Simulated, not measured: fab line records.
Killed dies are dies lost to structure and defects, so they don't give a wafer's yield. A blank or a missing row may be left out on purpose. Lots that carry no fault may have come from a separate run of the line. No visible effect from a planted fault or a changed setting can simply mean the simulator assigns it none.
Problem report, 8D (eight disciplines) form, completed by code	flow n5 finfet	the parts of the form that need people (team, actions taken, sign-off) are left out
Where a reading is given only as a bound, like >300, the bound stands for it, and a mean or a difference that rests on one is marked > or <: the true number lies beyond.

== 1. PROBLEM STATEMENT ==
Wafers without a fault read 496, standard deviation 120; raw defect count at N5_BEOL_M0_SAQP_INSPECT_16 reads a mean of 1300 on 6 wafers belonging to 2 lots. Measured from the usual mean, that is +6.7 standard deviations.
The step: inspects for defects (brightfield).
The first sign was on wafer L512.2 at day 9 19:05, on defect inspect-01. The record has a number at this step for 12 wafers belonging to 4 lots. Rule for "out", or "out of limits": more than 4 standard deviations from the usual mean. All remaining wafers that have a number are taken as sound.

== 2. WHAT IT IS, AND WHAT IT ISN'T ==
question	is	is not
which readings at this step	raw defect count	-
which lots	L512, L514	L495, L510
which wafers of those lots	all that have a number	-
read on which gauges	defect inspect-01, defect inspect-02	-
when	from day 9 19:05	up to then (6 sound wafers)

== 3. SUSPECTS, AND WHAT RULES EACH OUT ==
Counting: a tool at any process step up to the reading remains a suspect when it ran all the lots that are out and ran no sound lot after the first of those.
- the gauge at N5_BEOL_M0_SAQP_INSPECT_16 is ruled out. 2 gauges (defect inspect-01, defect inspect-02) read the wafers that are out.
- pecvd-03 at N5_BEOL_M0_SAQP_PECVD_04 (deposits a-Si from SiH4/He, target thk 60 nm, time 60.2 s): kept. It ran every lot that is out, first L512 (day 9 18:32), and no sound lot after that; its last sound lot up to then is L495 (day 5 10:37).
The count leaves pecvd-03 at N5_BEOL_M0_SAQP_PECVD_04.

== 4. THE CAUSE (what the simulator had put in) ==
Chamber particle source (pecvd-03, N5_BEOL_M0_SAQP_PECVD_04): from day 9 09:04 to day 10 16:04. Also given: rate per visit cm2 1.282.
Counting left only this tool.

== 5. THE CHAIN OF EFFECTS, in route order ==
Each row: a reading whose mean over the struck wafers that have a number lies more than 3 standard deviations from the usual. Scope: only readings with a usual standard deviation given in the record; hours: median across lots of the time from each lot's start at the first step in this table that gives one to its start at this step; sigmas: change in usual standard deviations.
hours	step	reading	usual	on struck wafers	change	sigmas
0	N5_BEOL_M0_SAQP_INSPECT_16	raw defect count	496	1300	+804	+6.7
4	N5_BEOL_M0_SAQP_INSPECT_42	raw defect count	294	1102	+808	+11
6	N5_BEOL_M0_CUTY_INSPECT_59	raw defect count	2.0	>300	>+298	+99 or more
174	N5_PASSIVATION_PROBE_49	defect limited yield	91.3 %	85.2	-6.1	-4.1
174	N5_PASSIVATION_PROBE_49	killed_at_M0_to_M3	33	107	+74	+6.2
174	N5_PASSIVATION_PROBE_49	killed dies	103	175	+72	+4.2
174	N5_PASSIVATION_PROBE_49	sort_bin_5_function	5.1 %	8.5	+3.4	+3.4
174	N5_PASSIVATION_PROBE_49	sort n pass	1077	1005	-72	-4.2
Process steps it contains:
- N5_PASSIVATION_PROBE_49
Later measuring or inspecting steps at which every struck wafer that the step has a row for has a number for every such reading, and none has moved that far: N5_BEOL_M4_RC_MEAS_101.

== 6. WHAT WOULD HAVE CAUGHT IT SOONER ==
Counted from the fault's start at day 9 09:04, it took 10 hours until the first out-of-limits reading at a measuring or inspecting step in this record, taken at day 9 19:05.
No tool reading at N5_BEOL_M0_SAQP_PECVD_04 that has a usual standard deviation in the record was out on any struck wafer, so an alarm limit of 4 standard deviations on those readings would not have fired.
L514, from the lots that are out (2), started N5_BEOL_M0_SAQP_PECVD_04 on pecvd-03 later than day 9 19:05. Putting the tool on hold at that point would have spared it.
